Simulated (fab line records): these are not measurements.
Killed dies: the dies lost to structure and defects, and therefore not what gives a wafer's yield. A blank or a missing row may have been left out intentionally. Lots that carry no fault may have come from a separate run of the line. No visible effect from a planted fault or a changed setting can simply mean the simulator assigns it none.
The tool behind it: which one? || flow nandHarc || Sampling: 12 lots, 36 wafers, 3 of 1302 route steps

== WHAT THE GAUGES READ, wafer by wafer ==
NHARC_A_ONON_D1_THK_MEAS_30: measures by ellipsometry.
{"lot": "L075", "measured": "day 8 13:16", "on": "filmMetro-01", "thkNm (nm)": "983 982 982"}
{"lot": "L077", "measured": "day 9 15:54", "on": "filmMetro-02", "thkNm (nm)": "1007 1008 1008"}
{"lot": "L079", "measured": "day 10 03:03", "on": "filmMetro-01", "thkNm (nm)": "1002 1001 1001"}
{"lot": "L081", "measured": "day 11 12:43", "on": "filmMetro-02", "thkNm (nm)": "998 999 999"}
{"lot": "L083", "measured": "day 12 01:56", "on": "filmMetro-01", "thkNm (nm)": "1006 1005 1007"}
{"lot": "L085", "measured": "day 13 00:34", "on": "filmMetro-02", "thkNm (nm)": "988 989 989"}
{"lot": "L087", "measured": "day 13 18:37", "on": "filmMetro-01", "thkNm (nm)": "1004 1004 1003"}
{"lot": "L088", "measured": "day 14 10:28", "on": "filmMetro-02", "thkNm (nm)": "994 994 995"}
{"lot": "L091", "measured": "day 15 04:07", "on": "filmMetro-01", "thkNm (nm)": "1004 1004 1002"}
{"lot": "L093", "measured": "day 16 11:14", "on": "filmMetro-01", "thkNm (nm)": "1015 1012 1014"}
{"lot": "L095", "measured": "day 16 20:28", "on": "filmMetro-01", "thkNm (nm)": "977 979 979"}
{"lot": "L097", "measured": "day 18 03:26", "on": "filmMetro-01", "thkNm (nm)": "994 997 997"}

== EACH LOT AND THE TOOL THAT RAN IT (in order: tool; ch and the chambers of the sampled wafers; start) ==
{"lot": "L075", "NHARC_P_M2_STRIP_18": "rieDiel-05 ch 0,2, day 6 17:55", "NHARC_P_M2_PVD_21": "pvdSputter-02, day 8 13:16 or earlier"}
{"lot": "L077", "NHARC_P_M2_STRIP_18": "rieDiel-05 ch 0,1,2, day 7 19:08", "NHARC_P_M2_PVD_21": "pvdSputter-03, day 9 15:54 or earlier"}
{"lot": "L079", "NHARC_P_M2_STRIP_18": "rieDiel-02 ch 0,1,3, day 8 11:16", "NHARC_P_M2_PVD_21": "pvdSputter-01, day 10 03:03 or earlier"}
{"lot": "L081", "NHARC_P_M2_STRIP_18": "rieDiel-02 ch 1,2,3, day 9 15:07", "NHARC_P_M2_PVD_21": "pvdSputter-02, day 11 12:43 or earlier"}
{"lot": "L083", "NHARC_P_M2_STRIP_18": "rieDiel-09 ch 0,2,3, day 10 03:44", "NHARC_P_M2_PVD_21": "pvdSputter-02, day 12 01:56 or earlier"}
{"lot": "L085", "NHARC_P_M2_STRIP_18": "rieDiel-02 ch 1,2,3, day 11 04:16", "NHARC_P_M2_PVD_21": "pvdSputter-01, day 13 00:34 or earlier"}
{"lot": "L087", "NHARC_P_M2_STRIP_18": "rieDiel-05 ch 0,3, day 11 23:14", "NHARC_P_M2_PVD_21": "pvdSputter-03, day 13 18:37 or earlier"}
{"lot": "L088", "NHARC_P_M2_STRIP_18": "rieDiel-05 ch 1,2, day 12 14:04", "NHARC_P_M2_PVD_21": "pvdSputter-01, day 14 10:28 or earlier"}
{"lot": "L091", "NHARC_P_M2_STRIP_18": "rieDiel-05 ch 0,1, day 13 11:04", "NHARC_P_M2_PVD_21": "pvdSputter-03, day 15 04:07 or earlier"}
{"lot": "L093", "NHARC_P_M2_STRIP_18": "rieDiel-02 ch 1,2,3, day 14 13:13", "NHARC_P_M2_PVD_21": "pvdSputter-03, day 16 11:14 or earlier"}
{"lot": "L095", "NHARC_P_M2_STRIP_18": "rieDiel-09 ch 0,1,2, day 15 01:37", "NHARC_P_M2_PVD_21": "pvdSputter-02, day 16 20:28 or earlier"}
{"lot": "L097", "NHARC_P_M2_STRIP_18": "rieDiel-02 ch 0,1,3, day 16 09:08", "NHARC_P_M2_PVD_21": "pvdSputter-01, day 18 03:26 or earlier"}
- NHARC_P_M2_STRIP_18: strips in N2/H2.
- NHARC_P_M2_PVD_21: deposits Cu, target thk 30 nm, time 20.49 s.

== THE ANSWER, worked out from the rows above alone ==
Rule: the usual values come from the lots themselves. Put in order of their means at a reading, lots are off if they are a third of the lots or fewer, leave a main group of 4 or more, and stand apart from it by a gap of 3 or more times the standard deviation of the main group's means; of several such gaps the widest counts. A main group is skipped when, at the precision printed for the reading in the tables above, its means are all equal. Also off: a lot with no number at a reading for which 4 or more lots have one. The other lots that the step has rows for count as sound.
No lot is off at any reading shown: from this, nothing can be told.

== WHAT THE SIMULATOR HAD INSERTED ==
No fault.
